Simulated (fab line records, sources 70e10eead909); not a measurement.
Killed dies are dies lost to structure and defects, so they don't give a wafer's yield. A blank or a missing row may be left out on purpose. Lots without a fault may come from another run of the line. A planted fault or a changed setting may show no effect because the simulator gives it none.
Which tool did it? | flow nand_harc | 24 lots, 72 wafers sampled, at 6 steps of a route of 1302

WHAT THE GAUGES READ, wafer by wafer
The record holds no reading of a measuring or inspecting step that can be judged against a usual standard deviation.

WHICH TOOL RAN EACH LOT (tool, then ch and the chambers of the sampled wafers, then the start)
lot  | NHARC_A_STAIRCASE_DEP_280       | NHARC_A_STAIRCASE_ETCH_292         | NHARC_A_STAIRCASE_ETCH_294                    | NHARC_A_STAIRCASE_STRIP_316                   | NHARC_A_STAIRCASE_ALD_415        | NHARC_A_STAIRCASE_ETCHBACK_157
L074 | pecvd-01 ch 1,2, day 16 15:10   | rie_diel-06 ch 0,2,3, day 16 16:15 | rie_diel-06 ch 0,1,2, day 17 00:53 or earlier | rie_diel-12 ch 0,3, day 17 00:53 or earlier   | ald_hk-03 ch 0,2,3, day 17 00:53 | rie_diel-06 ch 0,1,2, day 19 02:56
L077 | pecvd-01 ch 0,2, day 17 14:53   | rie_diel-06 ch 1,2, day 17 15:55   | rie_diel-06 ch 0,2,3, day 18 00:24 or earlier | rie_diel-06 ch 0,1,2, day 18 00:24 or earlier | ald_hk-01 ch 0,1,3, day 18 00:24 | rie_diel-05 ch 0,3, day 20 00:40
L076 | pecvd-01 ch 1,2, day 17 15:22   | rie_diel-05 ch 0,1,3, day 17 16:19 | rie_diel-05 ch 0,2,3, day 18 01:44 or earlier | rie_diel-06 ch 0,1,3, day 18 01:44 or earlier | ald_hk-04 ch 0,2,3, day 18 01:44 | rie_diel-06 ch 0,1,2, day 20 01:14
L075 | pecvd-03 ch 1,2, day 17 16:43   | rie_diel-05 ch 1,2,3, day 17 17:49 | rie_diel-05 ch 1,2, day 18 05:17 or earlier   | rie_diel-12 ch 1,2,3, day 18 05:17 or earlier | ald_hk-04 ch 1,2,3, day 18 05:17 | rie_diel-05 ch 0,1,3, day 20 07:57
L078 | pecvd-03 ch 1,2, day 18 05:03   | rie_diel-06 ch 0,1,3, day 18 05:59 | rie_diel-06 ch 0,1, day 18 13:02 or earlier   | rie_diel-12 ch 0,1, day 18 13:02 or earlier   | ald_hk-04 ch 1,3, day 18 13:02   | rie_diel-12 ch 2,3, day 20 08:15
L079 | pecvd-03 ch 0,1, day 18 09:12   | rie_diel-06 ch 0,1, day 18 10:05   | rie_diel-06 ch 0,2, day 18 17:11 or earlier   | rie_diel-06 ch 1,3, day 18 17:11 or earlier   | ald_hk-01 ch 0,2,3, day 18 17:11 | rie_diel-06 ch 0,1, day 20 08:32
L080 | pecvd-03 ch 0,1,2, day 19 02:37 | rie_diel-12 ch 1,3, day 19 03:34   | rie_diel-12 ch 0,1, day 19 10:40 or earlier   | rie_diel-06 ch 1,3, day 19 10:40 or earlier   | ald_hk-03 ch 0,2, day 19 10:40   | rie_diel-05 ch 1,3, day 21 09:43
L081 | pecvd-04 ch 1,2, day 19 17:15   | rie_diel-06 ch 0,1,2, day 19 18:20 | rie_diel-06 ch 1,3, day 20 06:47 or earlier   | rie_diel-06 ch 0,1, day 20 06:47 or earlier   | ald_hk-04 ch 0,1,2, day 20 06:47 | rie_diel-06 ch 0,1, day 22 12:41
L082 | pecvd-03 ch 0,1,2, day 19 21:12 | rie_diel-05 ch 0,1,3, day 19 22:09 | rie_diel-05 ch 0,1,2, day 20 06:57 or earlier | rie_diel-06 ch 0,2,3, day 20 06:57 or earlier | ald_hk-01 ch 0,1,3, day 20 06:57 | rie_diel-12 ch 1,2,3, day 22 13:41
L083 | pecvd-04 ch 0,1,2, day 21 02:07 | rie_diel-06 ch 0,1,2, day 21 03:11 | rie_diel-06 ch 0,2,3, day 21 12:45 or earlier | rie_diel-05 ch 1,2,3, day 21 12:45 or earlier | ald_hk-04 ch 0,2,3, day 21 12:45 | rie_diel-05 ch 0,1,2, day 23 15:45
L085 | pecvd-03 ch 0,1, day 21 07:02   | rie_diel-12 ch 2,3, day 21 08:02   | rie_diel-12 ch 1,2, day 21 16:21 or earlier   | rie_diel-05 ch 0,3, day 21 16:21 or earlier   | ald_hk-01 ch 1,2,3, day 21 16:21 | rie_diel-12 ch 0,1,2, day 23 15:50
L084 | pecvd-03 ch 1,2, day 21 07:47   | rie_diel-12 ch 0,1,2, day 21 09:10 | rie_diel-12 ch 0,1, day 21 18:19 or earlier   | rie_diel-06 ch 1,2,3, day 21 18:19 or earlier | ald_hk-01 ch 1,2,3, day 21 18:19 | rie_diel-05 ch 0,2, day 23 15:29
L087 | pecvd-03 ch 0,1,2, day 21 17:26 | rie_diel-12 ch 2,3, day 21 18:35   | rie_diel-12 ch 0,1,3, day 22 03:00 or earlier | rie_diel-05 ch 0,3, day 22 03:00 or earlier   | ald_hk-03 ch 0,2, day 22 03:00   | rie_diel-06 ch 0,2, day 24 04:15
L086 | pecvd-04 ch 0,1,2, day 21 22:12 | rie_diel-06 ch 0,3, day 21 23:14   | rie_diel-06 ch 1,2,3, day 22 06:59 or earlier | rie_diel-06 ch 1,2,3, day 22 06:59 or earlier | ald_hk-04 ch 0,1,2, day 22 06:59 | rie_diel-12 ch 0,1,3, day 24 04:28
L089 | pecvd-01 ch 1,2, day 22 05:07   | rie_diel-12 ch 1,2, day 22 06:09   | rie_diel-12 ch 0,1,2, day 22 18:46 or earlier | rie_diel-06 ch 1,2, day 22 18:46 or earlier   | ald_hk-04 ch 0,1,2, day 22 18:46 | rie_diel-05 ch 1,2, day 24 13:47
L088 | pecvd-04 ch 0,1,2, day 22 05:14 | rie_diel-06 ch 0,1, day 22 06:19   | rie_diel-06 ch 2,3, day 22 13:20 or earlier   | rie_diel-12 ch 0,1,2, day 22 13:20 or earlier | ald_hk-03 ch 0,1,3, day 22 13:20 | rie_diel-12 ch 0,2, day 24 13:37
L091 | pecvd-04 ch 1,2, day 23 11:09   | rie_diel-06 ch 2,3, day 23 12:20   | rie_diel-06 ch 0,2, day 23 21:25 or earlier   | rie_diel-05 ch 0,2, day 23 21:25 or earlier   | ald_hk-03 ch 1,2,3, day 23 21:25 | rie_diel-12 ch 1,2,3, day 26 01:44
L090 | pecvd-01 ch 0,1,2, day 23 11:26 | rie_diel-06 ch 0,1,3, day 23 12:46 | rie_diel-06 ch 0,1,2, day 23 21:59 or earlier | rie_diel-06 ch 1,2,3, day 23 21:59 or earlier | ald_hk-01 ch 1,2,3, day 23 21:59 | rie_diel-05 ch 1,2,3, day 25 22:22
L092 | pecvd-03 ch 1,2, day 23 17:52   | rie_diel-12 ch 0,3, day 23 18:56   | rie_diel-12 ch 2,3, day 24 01:46 or earlier   | rie_diel-12 ch 1,2,3, day 24 01:46 or earlier | ald_hk-01 ch 1,2, day 24 01:46   | rie_diel-06 ch 0,3, day 26 02:13
L093 | pecvd-03 ch 0,1, day 24 20:41   | rie_diel-05 ch 1,2, day 24 21:38   | rie_diel-05 ch 1,2,3, day 25 07:45 or earlier | rie_diel-05 ch 2,3, day 25 07:45 or earlier   | ald_hk-04 ch 0,3, day 25 07:45   | rie_diel-06 ch 0,1,3, day 27 08:26
L094 | pecvd-03 ch 0,1,2, day 24 22:35 | rie_diel-12 ch 0,1,3, day 24 23:40 | rie_diel-12 ch 0,3, day 25 08:40 or earlier   | rie_diel-06 ch 1,2, day 25 08:40 or earlier   | ald_hk-01 ch 1,2, day 25 08:40   | rie_diel-12 ch 1,2, day 27 08:22
L095 | pecvd-01 ch 1,2, day 25 06:35   | rie_diel-12 ch 0,1,2, day 25 07:40 | rie_diel-12 ch 2,3, day 25 15:11 or earlier   | rie_diel-06 ch 1,2, day 25 15:11 or earlier   | ald_hk-03 ch 0,2,3, day 25 15:11 | rie_diel-05 ch 1,2, day 27 11:45
L096 | pecvd-04 ch 0,1,2, day 25 07:13 | rie_diel-06 ch 0,1,2, day 25 08:23 | rie_diel-06 ch 0,1, day 25 16:17 or earlier   | rie_diel-12 ch 1,2,3, day 25 16:17 or earlier | ald_hk-01 ch 0,1, day 25 16:17   | rie_diel-06 ch 0,1,2, day 27 11:02
L097 | pecvd-01 ch 0,2, day 26 04:29   | rie_diel-12 ch 1,2, day 26 05:34   | rie_diel-12 ch 0,3, day 26 17:49 or earlier   | rie_diel-06 ch 0,1,2, day 26 17:49 or earlier | ald_hk-03 ch 0,1,3, day 26 17:49 | rie_diel-05 ch 2,3, day 28 11:35
- NHARC_A_STAIRCASE_DEP_280: deposits SiON, target thk 30 nm.
- NHARC_A_STAIRCASE_ETCH_292: etches the open film in CF4/CHF3.
- NHARC_A_STAIRCASE_ETCH_294: etches the open film in C4F8/O2/Ar, target depth 4989 nm, time 1211.6 s.
- NHARC_A_STAIRCASE_STRIP_316: strips in O2.
- NHARC_A_STAIRCASE_ALD_415: deposits SiO2, target thk 30 nm, pulse time 6 s, ald cycles 300.
- NHARC_A_STAIRCASE_ETCHBACK_157: etches the open film in CH3F/O2, target depth 90 nm, time 167.14 s.

WHAT THE TOOLS THEMSELVES READ (means of the sampled wafers that have a number; where no wafer has one, the mark that the record gives instead)
NHARC_A_STAIRCASE_DEP_280. Usual: chamber_pressure_Torr 3.500 Torr, standard deviation 0.0077; heater_power_w 780 W, standard deviation 76.
lot  | tool     | chamber_pressure_Torr (Torr) | heater_power_w (W) | flag
L074 | pecvd-01 | 3.509                        | 886                |
L077 | pecvd-01 | 3.501                        | 800                |
L076 | pecvd-01 | 3.500                        | 771                |
L075 | pecvd-03 | 3.500                        | 676                |
L078 | pecvd-03 | 3.504                        | 704                |
L079 | pecvd-03 | 3.509                        | 810                |
L080 | pecvd-03 | 3.500                        | 745                |
L081 | pecvd-04 | 3.495                        | 845                |
L082 | pecvd-03 | 3.498                        | 758                |
L083 | pecvd-04 | 3.499                        | 824                |
L085 | pecvd-03 | 3.497                        | 714                |
L084 | pecvd-03 | 3.497                        | 630                |
L087 | pecvd-03 | 3.498                        | 750                |
L086 | pecvd-04 | 3.495                        | 813                |
L089 | pecvd-01 | 3.509                        | 839                |
L088 | pecvd-04 | 3.498                        | 841                |
L091 | pecvd-04 | 3.501                        | 878                |
L090 | pecvd-01 | 3.497                        | 832                |
L092 | pecvd-03 | 3.508                        | 669                |
L093 | pecvd-03 | 3.503                        | 777                |
L094 | pecvd-03 | 3.502                        | 770                |
L095 | pecvd-01 | 3.499                        | 886                |
L096 | pecvd-04 | 3.489                        | 804                |
L097 | pecvd-01 | 3.489                        | 846                |

NHARC_A_STAIRCASE_ETCH_292. Usual: drypump_motor_current_A 5.7 A, standard deviation 0.4; oes_product_au 0.938 a.u., standard deviation 0.022; rf_vpp_V 371.0 V, standard deviation 1.5; showerhead_plenum_p_Torr 1.58 Torr, standard deviation 0.037; throttle_valve_pct 16.802 %, standard deviation 0.0091.
lot  | tool        | drypump_motor_current_A (A) | oes_product_au (a.u.) | rf_vpp_V (V) | showerhead_plenum_p_Torr (Torr) | throttle_valve_pct (%) | flag
L074 | rie_diel-06 | 5.5                         | 0.930                 | 371.0        | 1.59                            | 16.809                 |
L077 | rie_diel-06 | 5.4                         | 0.916                 | 371.3        | 1.58                            | 16.806                 |
L076 | rie_diel-05 | 5.8                         | 0.930                 | 370.9        | 1.58                            | 16.800                 |
L075 | rie_diel-05 | 5.8                         | 0.932                 | 372.0        | 1.64                            | 16.807                 |
L078 | rie_diel-06 | 5.7                         | 0.990                 | 369.9        | 1.56                            | 16.797                 |
L079 | rie_diel-06 | 6.0                         | 0.936                 | 370.2        | 1.57                            | 16.800                 |
L080 | rie_diel-12 | 5.9                         | 0.928                 | 370.1        | 1.58                            | 16.801                 |
L081 | rie_diel-06 | 5.8                         | 0.929                 | 371.2        | 1.57                            | 16.805                 |
L082 | rie_diel-05 | 5.8                         | 0.914                 | 371.2        | 1.58                            | 16.804                 |
L083 | rie_diel-06 | 5.7                         | 0.926                 | 371.0        | 1.57                            | 16.804                 |
L085 | rie_diel-12 | 5.2                         | 0.930                 | 371.2        | 1.60                            | 16.795                 |
L084 | rie_diel-12 | 5.9                         | 0.926                 | 370.5        | 1.58                            | 16.811                 |
L087 | rie_diel-12 | 5.2                         | 0.929                 | 371.9        | 1.60                            | 16.806                 |
L086 | rie_diel-06 | 5.5                         | 0.928                 | 370.7        | 1.56                            | 16.802                 |
L089 | rie_diel-12 | 5.7                         | 0.941                 | 371.7        | 1.59                            | 16.795                 |
L088 | rie_diel-06 | 5.9                         | 0.992                 | 369.5        | 1.55                            | 16.789                 |
L091 | rie_diel-06 | 5.3                         | 0.930                 | 370.6        | 1.58                            | 16.805                 |
L090 | rie_diel-06 | 5.7                         | 0.957                 | 370.7        | 1.56                            | 16.800                 |
L092 | rie_diel-12 | 5.4                         | 0.960                 | 370.8        | 1.58                            | 16.800                 |
L093 | rie_diel-05 | 5.9                         | 0.935                 | 373.7        | 1.66                            | 16.807                 |
L094 | rie_diel-12 | 5.8                         | 0.970                 | 370.1        | 1.57                            | 16.804                 |
L095 | rie_diel-12 | 5.9                         | 0.937                 | 370.8        | 1.57                            | 16.809                 |
L096 | rie_diel-06 | 5.8                         | 0.936                 | 369.6        | 1.56                            | 16.804                 |
L097 | rie_diel-12 | 5.7                         | 0.932                 | 370.4        | 1.58                            | 16.803                 |

NHARC_A_STAIRCASE_ETCH_294. Usual: oes_product_au 0.939 a.u., standard deviation 0.015; rf_vpp_V 1828 V, standard deviation 6.1.
lot  | tool        | oes_product_au (a.u.) | rf_vpp_V (V) | flag
L074 | rie_diel-06 | 0.942                 | 1828         |
L077 | rie_diel-06 | 0.936                 | 1829         |
L076 | rie_diel-05 | 0.946                 | 1829         |
L075 | rie_diel-05 | 0.932                 | 1844         |
L078 | rie_diel-06 | 0.969                 | 1826         |
L079 | rie_diel-06 | 0.923                 | 1831         |
L080 | rie_diel-12 | 0.936                 | 1827         |
L081 | rie_diel-06 | 0.937                 | 1824         |
L082 | rie_diel-05 | 0.941                 | 1835         |
L083 | rie_diel-06 | 0.941                 | 1827         |
L085 | rie_diel-12 | 0.950                 | 1828         |
L084 | rie_diel-12 | 0.933                 | 1826         |
L087 | rie_diel-12 | 0.935                 | 1826         |
L086 | rie_diel-06 | 0.929                 | 1826         |
L089 | rie_diel-12 | 0.933                 | 1828         |
L088 | rie_diel-06 | 0.937                 | 1828         |
L091 | rie_diel-06 | 0.938                 | 1828         |
L090 | rie_diel-06 | 0.936                 | 1826         |
L092 | rie_diel-12 | 0.947                 | 1830         |
L093 | rie_diel-05 | 0.935                 | 1835         |
L094 | rie_diel-12 | 0.937                 | 1828         |
L095 | rie_diel-12 | 0.937                 | 1830         |
L096 | rie_diel-06 | 0.951                 | 1822         |
L097 | rie_diel-12 | 0.926                 | 1826         |

NHARC_A_STAIRCASE_STRIP_316. Usual: drypump_motor_current_A 5.7 A, standard deviation 0.38; oes_product_au 1.007 a.u., standard deviation 0.015; rf_vpp_V 57.7 V, standard deviation 0.86; showerhead_plenum_p_Torr 3.54 Torr, standard deviation 0.085; throttle_valve_pct 17.036 %, standard deviation 0.0089.
lot  | tool        | drypump_motor_current_A (A) | oes_product_au (a.u.) | rf_vpp_V (V) | showerhead_plenum_p_Torr (Torr) | throttle_valve_pct (%) | flag
L074 | rie_diel-12 | 5.7                         | 0.987                 | 57.8         | 3.56                            | 17.032                 |
L077 | rie_diel-06 | 5.8                         | 0.999                 | 58.0         | 3.54                            | 17.046                 |
L076 | rie_diel-06 | 5.7                         | 1.015                 | 57.5         | 3.51                            | 17.040                 |
L075 | rie_diel-12 | 5.6                         | 1.013                 | 57.4         | 3.57                            | 17.039                 |
L078 | rie_diel-12 | 6.2                         | 1.005                 | 57.9         | 3.53                            | 17.041                 |
L079 | rie_diel-06 | 5.4                         | 1.020                 | 58.3         | 3.49                            | 17.033                 |
L080 | rie_diel-06 | 5.7                         | 1.012                 | 58.2         | 3.47                            | 17.030                 |
L081 | rie_diel-06 | 5.9                         | 1.011                 | 57.3         | 3.48                            | 17.032                 |
L082 | rie_diel-06 | 5.5                         | 1.002                 | 57.0         | 3.54                            | 17.039                 |
L083 | rie_diel-05 | 5.9                         | 1.008                 | 58.4         | 3.65                            | 17.033                 |
L085 | rie_diel-05 | 5.6                         | 1.002                 | 57.0         | 3.43                            | 17.036                 |
L084 | rie_diel-06 | 5.5                         | 0.996                 | 56.9         | 3.51                            | 17.037                 |
L087 | rie_diel-05 | 5.6                         | 1.005                 | 56.9         | 3.45                            | 17.037                 |
L086 | rie_diel-06 | 5.5                         | 0.993                 | 57.8         | 3.51                            | 17.033                 |
L089 | rie_diel-06 | 5.7                         | 1.004                 | 57.8         | 3.49                            | 17.030                 |
L088 | rie_diel-12 | 5.9                         | 1.009                 | 58.1         | 3.54                            | 17.043                 |
L091 | rie_diel-05 | 5.7                         | 1.038                 | 58.0         | 3.63                            | 17.031                 |
L090 | rie_diel-06 | 5.5                         | 1.009                 | 57.9         | 3.50                            | 17.030                 |
L092 | rie_diel-12 | 5.6                         | 1.005                 | 58.1         | 3.55                            | 17.031                 |
L093 | rie_diel-05 | 5.6                         | 1.020                 | 58.4         | 3.65                            | 17.045                 |
L094 | rie_diel-06 | 5.7                         | 1.006                 | 58.0         | 3.48                            | 17.045                 |
L095 | rie_diel-06 | 5.5                         | 0.987                 | 57.9         | 3.53                            | 17.031                 |
L096 | rie_diel-12 | 5.6                         | 1.011                 | 56.8         | 3.54                            | 17.047                 |
L097 | rie_diel-06 | 5.7                         | 1.020                 | 57.3         | 3.50                            | 17.036                 |

NHARC_A_STAIRCASE_ALD_415. Usual: heater_power_w 467 W, standard deviation 41; precursor_pulse_height_rel 0.998, standard deviation 0.019.
lot  | tool      | heater_power_w (W) | precursor_pulse_height_rel | flag
L074 | ald_hk-03 | 464                | 1.000                      |
L077 | ald_hk-01 | 483                | 0.993                      |
L076 | ald_hk-04 | 508                | 1.008                      |
L075 | ald_hk-04 | 511                | 0.997                      |
L078 | ald_hk-04 | 478                | 0.967                      |
L079 | ald_hk-01 | 455                | 0.998                      |
L080 | ald_hk-03 | 434                | 1.004                      |
L081 | ald_hk-04 | 483                | 0.997                      |
L082 | ald_hk-01 | 481                | 0.983                      |
L083 | ald_hk-04 | 475                | 1.001                      |
L085 | ald_hk-01 | 465                | 0.974                      |
L084 | ald_hk-01 | 468                | 1.008                      |
L087 | ald_hk-03 | 431                | 0.997                      |
L086 | ald_hk-04 | 484                | 1.013                      |
L089 | ald_hk-04 | 490                | 1.007                      |
L088 | ald_hk-03 | 469                | 1.010                      |
L091 | ald_hk-03 | 448                | 0.997                      |
L090 | ald_hk-01 | 467                | 1.002                      |
L092 | ald_hk-01 | 443                | 1.002                      |
L093 | ald_hk-04 | 468                | 0.994                      |
L094 | ald_hk-01 | 442                | 1.001                      |
L095 | ald_hk-03 | 466                | 1.000                      |
L096 | ald_hk-01 | 478                | 0.995                      |
L097 | ald_hk-03 | 476                | 1.003                      |

NHARC_A_STAIRCASE_ETCHBACK_157. Usual: drypump_motor_current_A 5.7 A, standard deviation 0.39; oes_product_au 0.98 a.u., standard deviation 0.033; rf_vpp_V 244.7 V, standard deviation 1.4; showerhead_plenum_p_Torr 2.47 Torr, standard deviation 0.075; throttle_valve_pct 20.664 %, standard deviation 0.0092.
lot  | tool        | drypump_motor_current_A (A) | oes_product_au (a.u.) | rf_vpp_V (V) | showerhead_plenum_p_Torr (Torr) | throttle_valve_pct (%) | flag
L074 | rie_diel-06 | 5.8                         | 0.93                  | 244.8        | 2.46                            | 20.657                 |
L077 | rie_diel-05 | 5.6                         | 0.99                  | 243.4        | 2.39                            | 20.654                 |
L076 | rie_diel-06 | 5.7                         | 0.99                  | 244.3        | 2.46                            | 20.672                 |
L075 | rie_diel-05 | 5.8                         | 1.00                  | 244.6        | 2.47                            | 20.657                 |
L078 | rie_diel-12 | 5.3                         | 1.01                  | 245.3        | 2.51                            | 20.658                 |
L079 | rie_diel-06 | 6.0                         | 0.93                  | 244.1        | 2.45                            | 20.658                 |
L080 | rie_diel-05 | 5.8                         | 0.96                  | 244.8        | 2.49                            | 20.660                 |
L081 | rie_diel-06 | 6.0                         | 1.02                  | 244.0        | 2.45                            | 20.659                 |
L082 | rie_diel-12 | 5.6                         | 1.02                  | 245.3        | 2.48                            | 20.664                 |
L083 | rie_diel-05 | 5.9                         | 0.97                  | 244.7        | 2.52                            | 20.670                 |
L085 | rie_diel-12 | 5.9                         | 0.98                  | 244.4        | 2.47                            | 20.662                 |
L084 | rie_diel-05 | 5.7                         | 0.98                  | 244.1        | 2.45                            | 20.659                 |
L087 | rie_diel-06 | 5.9                         | 1.01                  | 244.0        | 2.47                            | 20.666                 |
L086 | rie_diel-12 | 5.8                         | 0.94                  | 244.2        | 2.45                            | 20.668                 |
L089 | rie_diel-05 | 6.1                         | 0.93                  | 245.7        | 2.60                            | 20.668                 |
L088 | rie_diel-12 | 5.6                         | 1.00                  | 244.5        | 2.49                            | 20.663                 |
L091 | rie_diel-12 | 5.6                         | 0.98                  | 243.9        | 2.47                            | 20.660                 |
L090 | rie_diel-05 | 5.8                         | 1.00                  | 245.5        | 2.53                            | 20.660                 |
L092 | rie_diel-06 | 5.8                         | 0.94                  | 243.9        | 2.44                            | 20.677                 |
L093 | rie_diel-06 | 5.7                         | 1.01                  | 243.8        | 2.41                            | 20.665                 |
L094 | rie_diel-12 | 5.7                         | 1.01                  | 244.1        | 2.48                            | 20.669                 |
L095 | rie_diel-05 | 5.9                         | 1.00                  | 246.5        | 2.60                            | 20.666                 |
L096 | rie_diel-06 | 5.8                         | 1.00                  | 245.1        | 2.44                            | 20.665                 |
L097 | rie_diel-05 | 5.6                         | 0.92                  | 245.7        | 2.54                            | 20.663                 |

THE ANSWER, worked out from the rows above alone
Rule: a lot is off if the mean of its wafers that have a number lies more than 3 standard deviations from the usual mean. A lot without any number at a reading at which 4 lots or more have one is off too. The other lots that the step has rows for count as sound. The gauges are gone through in route order, then the tools' own readings, and for those a lot's mean is taken as printed above. The first step at which some lot is off is used, and at that step the reading that is off furthest; a lot without a number counts as furthest.
No lot is off at any reading shown: from this, nothing can be told.

WHAT THE SIMULATOR HAD PUT IN
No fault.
